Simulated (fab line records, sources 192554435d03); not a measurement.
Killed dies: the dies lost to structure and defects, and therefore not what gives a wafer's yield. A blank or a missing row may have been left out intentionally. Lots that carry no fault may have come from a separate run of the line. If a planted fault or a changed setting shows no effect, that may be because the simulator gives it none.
Which of the tools did it?	flow n5Finfet	24 lots with 72 wafers sampled at 5 steps, on a route of 1938 steps

## WHAT THE GAUGES SHOWED, per wafer
N5_FIN_SAQP_THK_MEAS_05. Usual: 38.3 nm for thkNm, sd 0.52.
lot	measured	on	thkNm (nm)	flag
L074	day 1 20:59	filmMetro-02	38.2 38.4 38.9	
L075	day 2 03:29	filmMetro-01	38.7 38.3 39.2	
L076	day 2 08:47	filmMetro-01	37.9 38.7 38.4	
L077	day 2 15:31	filmMetro-01	38.2 37.9 38.5	
L078	day 2 22:25	filmMetro-01	38.2 38.9 38.9	
L079	day 3 03:11	filmMetro-01	37.6 38.1 38.0	
L080	day 3 08:57	filmMetro-01	38.0 38.2 38.6	
L081	day 3 16:14	filmMetro-01	38.2 38.6 38.5	
L082	day 3 20:59	filmMetro-01	37.3 38.6 38.8	
L083	day 4 03:39	filmMetro-01	38.2 39.3 39.2	
L084	day 4 11:32	filmMetro-01	37.4 37.9 38.2	
L085	day 4 15:32	filmMetro-02	38.3 38.4 38.2	
L086	day 4 21:16	filmMetro-02	37.9 37.7 38.2	
L087	day 5 04:52	filmMetro-01	37.3 38.1 39.0	
L088	day 5 08:32	filmMetro-01	38.1 39.1 38.4	
L089	day 5 15:58	filmMetro-01	37.9 37.6 38.3	
L090	day 5 22:52	filmMetro-02	37.6 37.6 38.1	
L091	day 6 03:20	filmMetro-02	38.0 38.6 38.4	
L092	day 6 10:19	filmMetro-01	38.4 38.6 39.0	
L093	day 6 16:28	filmMetro-02	38.4 38.2 39.1	
L094	day 6 21:53	filmMetro-02	37.8 38.3 38.8	
L095	day 7 03:23	filmMetro-02	37.5 38.8 39.1	
L096	day 7 09:43	filmMetro-02	38.1 38.9 39.5	
L097	day 7 15:23	filmMetro-02	38.0 37.8 38.4	

N5_STI_FIN_REVEAL_FIN_H_MEAS_10. Usual: 51.8 nm for trenchDepthNm, sd 0.83.
lot	measured	on	trenchDepthNm (nm)	flag
L074	day 2 11:58	ocd-01	51.2 52.0 52.4	
L075	day 2 19:40	ocd-01	52.0 52.3 52.1	
L076	day 3 02:29	ocd-02	51.4 52.8 51.1	
L077	day 3 07:07	ocd-01	51.5 50.7 51.4	
L078	day 3 13:36	ocd-01	52.0 51.0 51.1	
L079	day 3 18:15	ocd-01	53.3 52.0 53.2	
L080	day 4 01:01	ocd-02	52.3 51.8 53.1	
L081	day 4 07:27	ocd-02	50.9 50.3 52.5	
L082	day 4 12:23	ocd-02	50.6 51.2 50.7	
L083	day 4 19:58	ocd-01	50.7 52.1 52.3	
L084	day 5 03:09	ocd-02	51.9 51.8 51.6	
L085	day 5 09:20	ocd-01	52.0 52.2 53.4	
L086	day 5 15:14	ocd-01	51.8 52.7 50.9	
L087	day 5 20:30	ocd-01	51.6 51.8 50.3	
L088	day 6 06:51	ocd-02	52.1 51.7 52.4	
L089	day 6 09:43	ocd-02	52.2 50.7 52.6	
L090	day 6 16:16	ocd-02	51.1 50.7 50.9	
L091	day 6 20:29	ocd-01	50.3 50.1 51.2	
L092	day 7 02:34	ocd-02	51.7 51.9 51.3	
L093	day 7 08:38	ocd-02	53.0 51.3 51.6	
L094	day 7 13:55	ocd-02	52.3 51.5 51.5	
L095	day 7 18:31	ocd-02	52.0 52.5 51.6	
L096	day 8 00:52	ocd-01	50.7 50.5 49.9	
L097	day 8 07:57	ocd-01	53.0 52.0 53.2	

## WHICH TOOL RAN EACH LOT (tool, then ch and the chambers of the sampled wafers, then the start)
lot	N5_ZERO_LAYER_DESCUM_16	N5_FIN_CUT_DESCUM_13	N5_FIN_CUT_CUT_ETCH_27
L074	rieDiel-06 ch 0,2, day 1 12:48	rieDiel-03 ch 0,3, day 2 02:25	rieDiel-03 ch 0,3, day 2 02:54
L075	rieDiel-04 ch 0,1,2, day 1 18:41	rieDiel-04 ch 0,1, day 2 09:17	rieDiel-04 ch 0,1, day 2 09:46
L076	rieDiel-04 ch 0,1,2, day 2 00:41	rieDiel-03 ch 0,3, day 2 15:02	rieDiel-03 ch 0,3, day 2 15:31
L077	rieDiel-04 ch 0,2, day 2 06:42	rieDiel-06 ch 0,3, day 2 21:28	rieDiel-06 ch 0,3, day 2 21:57
L078	rieDiel-04 ch 0,1,2, day 2 12:43	rieDiel-04 ch 0,1,3, day 3 03:56	rieDiel-04 ch 0,1,3, day 3 04:26
L079	rieDiel-03 ch 1,2,3, day 2 18:56	rieDiel-06 ch 0,1,2, day 3 08:32	rieDiel-06 ch 0,1,2, day 3 09:01
L080	rieDiel-03 ch 2,3, day 3 00:49	rieDiel-03 ch 0,3, day 3 14:28	rieDiel-03 ch 0,3, day 3 14:56
L081	rieDiel-03 ch 1,2,3, day 3 07:23	rieDiel-06 ch 0,1,2, day 3 21:49	rieDiel-06 ch 0,1,2, day 3 22:18
L082	rieDiel-04 ch 1,3, day 3 12:41	rieDiel-06 ch 0,1,3, day 4 02:37	rieDiel-06 ch 0,1,3, day 4 03:06
L083	rieDiel-06 ch 0,3, day 3 18:41	rieDiel-06 ch 0,1, day 4 10:18	rieDiel-06 ch 0,1, day 4 10:47
L084	rieDiel-03 ch 0,3, day 4 00:49	rieDiel-03 ch 0,1,2, day 4 17:29	rieDiel-03 ch 0,1,2, day 4 17:58
L085	rieDiel-06 ch 0,1,3, day 4 06:49	rieDiel-03 ch 0,2,3, day 4 22:10	rieDiel-03 ch 0,2,3, day 4 22:38
L086	rieDiel-03 ch 1,2,3, day 4 12:53	rieDiel-04 ch 0,1,2, day 5 05:26	rieDiel-04 ch 0,1,2, day 5 05:55
L087	rieDiel-03 ch 0,1,2, day 4 18:41	rieDiel-04 ch 1,2, day 5 10:58	rieDiel-04 ch 1,2, day 5 11:26
L088	rieDiel-06 ch 2,3, day 5 00:42	rieDiel-04 ch 0,3, day 5 18:52	rieDiel-04 ch 0,3, day 5 19:21
L089	rieDiel-04 ch 1,2,3, day 5 06:48	rieDiel-06 ch 0,1, day 6 00:02	rieDiel-06 ch 0,1, day 6 00:31
L090	rieDiel-03 ch 0,2,3, day 5 12:41	rieDiel-04 ch 0,2, day 6 05:07	rieDiel-04 ch 0,2, day 6 05:35
L091	rieDiel-03 ch 0,2,3, day 5 18:49	rieDiel-04 ch 0,1,3, day 6 09:47	rieDiel-04 ch 0,1,3, day 6 10:16
L092	rieDiel-06 ch 0,1,3, day 6 00:59	rieDiel-04 ch 0,2,3, day 6 15:55	rieDiel-04 ch 0,2,3, day 6 16:24
L093	rieDiel-06 ch 0,2,3, day 6 06:46	rieDiel-03 ch 1,2, day 6 22:07	rieDiel-03 ch 1,2, day 6 22:37
L094	rieDiel-03 ch 1,2,3, day 6 13:04	rieDiel-03 ch 0,2,3, day 7 03:54	rieDiel-03 ch 0,2,3, day 7 04:23
L095	rieDiel-06 ch 1,2, day 6 18:52	rieDiel-06 ch 1,2,3, day 7 08:52	rieDiel-06 ch 1,2,3, day 7 09:20
L096	rieDiel-03 ch 1,3, day 7 01:13	rieDiel-06 ch 1,2, day 7 15:20	rieDiel-06 ch 1,2, day 7 15:49
L097	rieDiel-06 ch 0,2,3, day 7 06:42	rieDiel-03 ch 0,3, day 7 22:04	rieDiel-03 ch 0,3, day 7 22:32
- N5_ZERO_LAYER_DESCUM_16: chemistry O2, time 7.9 s.
- N5_FIN_CUT_DESCUM_13: chemistry O2, time 7 s.
- N5_FIN_CUT_CUT_ETCH_27: etches SiO2 in CHF3/O2, target depth 4 nm, overetch 2 nm, time 4.9 s.

## AS READ BY THE TOOLS THEMSELVES (means over the sampled wafers that have a number; for cases with no such wafer, the mark the record gives instead)
N5_ZERO_LAYER_DESCUM_16. Usual: drypumpMotorCurrentA 5.6 A, standard deviation 0.44; oesProductAu 0.79 a.u., standard deviation 0.1; rfVppV 243.1 V, standard deviation 1.2; showerheadPlenumPTorr 2.08 Torr, standard deviation 0.053; throttleValvePct 20.50 %, standard deviation 0.21.
lot	tool	drypumpMotorCurrentA (A)	oesProductAu (a.u.)	rfVppV (V)	showerheadPlenumPTorr (Torr)	throttleValvePct (%)	flag
L074	rieDiel-06	5.7	0.78	243.8	2.06	20.32	
L075	rieDiel-04	5.6	0.75	243.2	2.07	20.62	
L076	rieDiel-04	5.6	0.75	243.2	2.07	20.63	
L077	rieDiel-04	5.8	0.73	241.9	2.04	20.83	
L078	rieDiel-04	5.6	0.75	242.2	2.07	20.62	
L079	rieDiel-03	5.7	0.80	241.8	2.08	20.62	
L080	rieDiel-03	5.6	0.79	243.3	2.11	20.51	
L081	rieDiel-03	5.7	0.79	243.1	2.07	20.63	
L082	rieDiel-04	5.2	0.88	243.4	2.07	20.43	
L083	rieDiel-06	5.9	0.93	244.4	2.10	20.18	
L084	rieDiel-03	6.0	0.89	243.5	2.13	20.53	
L085	rieDiel-06	5.7	0.87	243.7	2.08	20.29	
L086	rieDiel-03	5.7	0.77	242.9	2.07	20.64	
L087	rieDiel-03	5.3	0.70	242.2	2.04	20.57	
L088	rieDiel-06	6.2	0.87	243.4	2.11	20.29	
L089	rieDiel-04	5.4	0.78	242.0	2.05	20.59	
L090	rieDiel-03	5.6	0.79	243.7	2.10	20.52	
L091	rieDiel-03	5.6	0.78	242.8	2.10	20.51	
L092	rieDiel-06	5.7	0.84	243.1	2.08	20.32	
L093	rieDiel-06	5.8	0.83	242.6	2.08	20.26	
L094	rieDiel-03	5.7	0.85	243.6	2.15	20.54	
L095	rieDiel-06	5.8	0.75	242.6	2.07	20.54	
L096	rieDiel-03	5.7	0.92	245.8	2.21	20.53	
L097	rieDiel-06	5.8	0.82	243.3	2.07	20.29	

N5_FIN_CUT_DESCUM_13. Usual: drypumpMotorCurrentA 5.6 A, standard deviation 0.42; oesProductAu 0.79 a.u., standard deviation 0.097; rfVppV 242.9 V, standard deviation 1.1; showerheadPlenumPTorr 2.08 Torr, standard deviation 0.051; throttleValvePct 20.50 %, standard deviation 0.22.
lot	tool	drypumpMotorCurrentA (A)	oesProductAu (a.u.)	rfVppV (V)	showerheadPlenumPTorr (Torr)	throttleValvePct (%)	flag
L074	rieDiel-03	5.5	0.85	243.5	2.11	20.44	
L075	rieDiel-04	5.5	0.75	242.9	2.10	20.42	
L076	rieDiel-03	6.0	0.92	243.4	2.13	20.51	
L077	rieDiel-06	5.5	0.92	243.5	2.06	20.13	
L078	rieDiel-04	5.4	0.81	243.0	2.09	20.49	
L079	rieDiel-06	5.7	0.80	242.6	2.06	20.37	
L080	rieDiel-03	5.9	0.90	243.4	2.13	20.52	
L081	rieDiel-06	5.7	0.79	242.9	2.06	20.37	
L082	rieDiel-06	5.7	0.86	242.9	2.08	20.29	
L083	rieDiel-06	5.5	0.82	243.5	2.07	20.41	
L084	rieDiel-03	5.3	0.70	242.6	2.04	20.56	
L085	rieDiel-03	5.6	0.78	243.3	2.10	20.50	
L086	rieDiel-04	5.6	0.73	243.4	2.06	20.66	
L087	rieDiel-04	5.4	0.73	241.9	2.05	20.53	
L088	rieDiel-04	5.7	0.78	243.2	2.09	20.66	
L089	rieDiel-06	5.5	0.80	242.9	2.07	20.43	
L090	rieDiel-04	5.8	0.72	242.2	2.07	20.81	
L091	rieDiel-04	5.4	0.78	242.0	2.08	20.53	
L092	rieDiel-04	5.6	0.78	242.1	2.06	20.74	
L093	rieDiel-03	5.3	0.76	242.8	2.13	20.51	
L094	rieDiel-03	5.6	0.77	243.5	2.10	20.52	
L095	rieDiel-06	6.0	0.79	243.7	2.09	20.43	
L096	rieDiel-06	5.9	0.72	242.5	2.07	20.51	
L097	rieDiel-03	5.5	0.78	243.3	2.09	20.48	

N5_FIN_CUT_CUT_ETCH_27. Usual: CHF3_flow_sccm 49.99 sccm, standard deviation 0.15; drypumpMotorCurrentA 5.6 A, standard deviation 0.43; oes_ar_750_au 0.79 a.u., standard deviation 0.091; oesProductAu 0.62 a.u., standard deviation 0.072; rfVppV 528 V, standard deviation 23; showerheadPlenumPTorr 2.39 Torr, standard deviation 0.06; throttleValvePct 18.90 %, standard deviation 0.18.
lot	tool	CHF3_flow_sccm (sccm)	drypumpMotorCurrentA (A)	oes_ar_750_au (a.u.)	oesProductAu (a.u.)	rfVppV (V)	showerheadPlenumPTorr (Torr)	throttleValvePct (%)	flag
L074	rieDiel-03	49.97	5.5	0.83	0.67	549	2.45	18.96	
L075	rieDiel-04	49.76	5.5	0.77	0.59	508	2.41	18.83	
L076	rieDiel-03	50.04	6.0	0.90	0.71	534	2.46	18.97	
L077	rieDiel-06	49.95	5.5	0.91	0.73	524	2.39	18.58	
L078	rieDiel-04	49.91	5.4	0.83	0.65	507	2.39	18.79	
L079	rieDiel-06	50.06	5.7	0.77	0.63	533	2.37	18.77	
L080	rieDiel-03	49.84	6.0	0.88	0.70	535	2.46	18.97	
L081	rieDiel-06	50.07	5.6	0.78	0.62	533	2.37	18.77	
L082	rieDiel-06	49.97	5.7	0.84	0.68	539	2.40	18.71	
L083	rieDiel-06	50.04	5.5	0.78	0.63	549	2.37	18.78	
L084	rieDiel-03	50.00	5.3	0.70	0.56	550	2.36	19.03	
L085	rieDiel-03	49.89	5.6	0.78	0.62	536	2.43	18.93	
L086	rieDiel-04	49.81	5.6	0.75	0.58	505	2.36	19.00	
L087	rieDiel-04	49.82	5.4	0.74	0.58	506	2.37	18.94	
L088	rieDiel-04	50.02	5.7	0.80	0.63	507	2.38	18.87	
L089	rieDiel-06	50.09	5.5	0.77	0.62	550	2.37	18.77	
L090	rieDiel-04	50.04	5.8	0.74	0.58	503	2.36	19.07	
L091	rieDiel-04	50.06	5.5	0.80	0.62	507	2.38	18.83	
L092	rieDiel-04	50.00	5.6	0.78	0.61	505	2.35	18.97	
L093	rieDiel-03	49.87	5.3	0.76	0.60	542	2.44	18.86	
L094	rieDiel-03	50.03	5.6	0.76	0.61	536	2.42	18.96	
L095	rieDiel-06	50.10	6.0	0.77	0.62	537	2.41	18.87	
L096	rieDiel-06	50.04	5.9	0.71	0.57	532	2.37	18.94	
L097	rieDiel-03	50.06	5.5	0.76	0.62	548	2.44	19.03	

## THE ANSWER, worked out from the rows above alone
Rule: a lot is off if the mean of its wafers that have a number lies more than 3 standard deviations from the usual mean. Also off: a lot with no number at a reading for which 4 or more lots have one. All remaining lots with rows at the step are treated as sound. After the gauges, taken in route order, come the tools' own readings; for these a lot's mean is taken, as printed above. At the first step where some lot is off, the reading lying furthest off is the one used; lots without a number count as furthest.
No lot is off on any of the readings shown, so nothing can be concluded from this.

## WHAT THE SIMULATOR HAD INSERTED
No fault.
